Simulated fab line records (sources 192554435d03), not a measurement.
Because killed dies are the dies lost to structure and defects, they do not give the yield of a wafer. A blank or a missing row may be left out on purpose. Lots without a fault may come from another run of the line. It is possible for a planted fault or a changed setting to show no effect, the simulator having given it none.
Lot-split experiment    flow n5_finfet    on a route of 1938 steps: 7 lots, 21 wafers read

== ABOUT THE SPLIT ==
At N5_BEOL_M4_COAT_67 (time 60 s, resist thk 60 nm), the setting spin_rpm was moved away from the recipe's 1500 rpm on 8 of the 21 wafers read, by -6.7% to +11.1%. For the rest of the wafers, this setting stayed at what the recipe calls for.

The split's own step is where the reading is taken.

== THE READING ==
SOC_of_BEOL_M4_COAT_67.thk_nm (the simulator's own value, which no gauge read), in nm, at N5_BEOL_M4_COAT_67 (time 60 s, resist thk 60 nm). The file does not state a usual value for it. Here, 13 wafers ran the recipe; their average is 60.3 nm with a standard deviation of 0.18 nm.

wafer   tool, chamber at the split  spin_rpm as run, rpm  against the recipe  SOC_of_BEOL_M4_COAT_67.thk_nm, nm  against lot-mates on the recipe
L074.1  litho_track-02, 0           1500                  recipe              60.4                               -
L074.3  litho_track-02, 0           1500                  recipe              60.4                               -
L074.5  litho_track-02, 0           1500                  recipe              60.6                               -
L078.1  litho_track-02, 0           1549                  +3.3%               59.2                               -0.8
L078.5  litho_track-02, 0           1549                  +3.3%               59.2                               -0.8
L078.2  litho_track-02, 0           1500                  recipe              60                                 -
L080.1  litho_track-02, 0           1456                  -2.9%               61.2                               +0.8
L080.3  litho_track-02, 0           1456                  -2.9%               61.2                               +0.8
L080.4  litho_track-02, 0           1500                  recipe              60.4                               -
L086.1  litho_track-02, 0           1500                  recipe              60                                 -
L086.3  litho_track-02, 0           1500                  recipe              60.2                               -
L086.4  litho_track-02, 0           1500                  recipe              60.4                               -
L087.1  litho_track-02, 0           1500                  recipe              60                                 -
L087.2  litho_track-02, 0           1500                  recipe              60.2                               -
L087.3  litho_track-02, 0           1500                  recipe              60.2                               -
L088.1  litho_track-01, 0           1667                  +11.1%              57.2                               -3.2
L088.3  litho_track-01, 0           1667                  +11.1%              57.2                               -3.2
L088.2  litho_track-01, 0           1500                  recipe              60.4                               -
L096.2  litho_track-01, 0           1500                  recipe              60.2                               -
L096.3  litho_track-01, 0           1400                  -6.7%               62.2                               +2.0
L096.6  litho_track-01, 0           1400                  -6.7%               62.2                               +2.0

THE FIT
A straight line over all 21 wafers: SOC_of_BEOL_M4_COAT_67.thk_nm changes by -0.284 nm for each +1% of spin_rpm; r = -0.99; the points scatter about the line by 0.16 nm.
The same after taking each lot's own level away (the mean of its wafers on the recipe; 21 wafers): -0.288 nm for each +1%; r = -1.00; scatter 0.098 nm.
Per that fit: largest spin_rpm move, reading shift of 3.2 nm.
The span of the lots' own levels, 60.00 to 60.47 nm, comes to 2.6 times the standard deviation stated above.
So the lot-to-lot level changes the slope little: the two slopes agree.
Check: with one of the wafers moved furthest among these (+11.1%) left out of the fit, the line predicts -3.18 nm for it against its lot-mates. Against them it came out at -3.2 nm.

== FURTHER SPLITS ON THESE WAFERS ==
Before the reading, these wafers also passed through other splits. Each is held against what the fit with the lots' levels taken away leaves over:
other split on the same wafers         wafers away from the commonest value  r with SOC_of_BEOL_M4_COAT_67.thk_nm (lot level and that fit taken away)
N5_MOL_CONTACT_COAG_ALD_27 ald_cycles  11                                    -0.17
N5_BEOL_M0_SAQP_PECVD_96 time_s        7                                     +0.04
N5_BEOL_M0_SAQP_COAT_08 spin_rpm       6                                     -0.28
N5_BEOL_M1_PECVD_72 time_s             12                                    -0.08
N5_BEOL_M1_HM_DEP_02 target_thk_a      4                                     +0.03
N5_BEOL_M3_COAT_05 spin_rpm            8                                     +0.06

== THE FILE'S OWN FIT ==
SOC_of_BEOL_M4_COAT_67.thk_nm changes by -0.287 nm for each +1% of spin_rpm, r = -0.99.
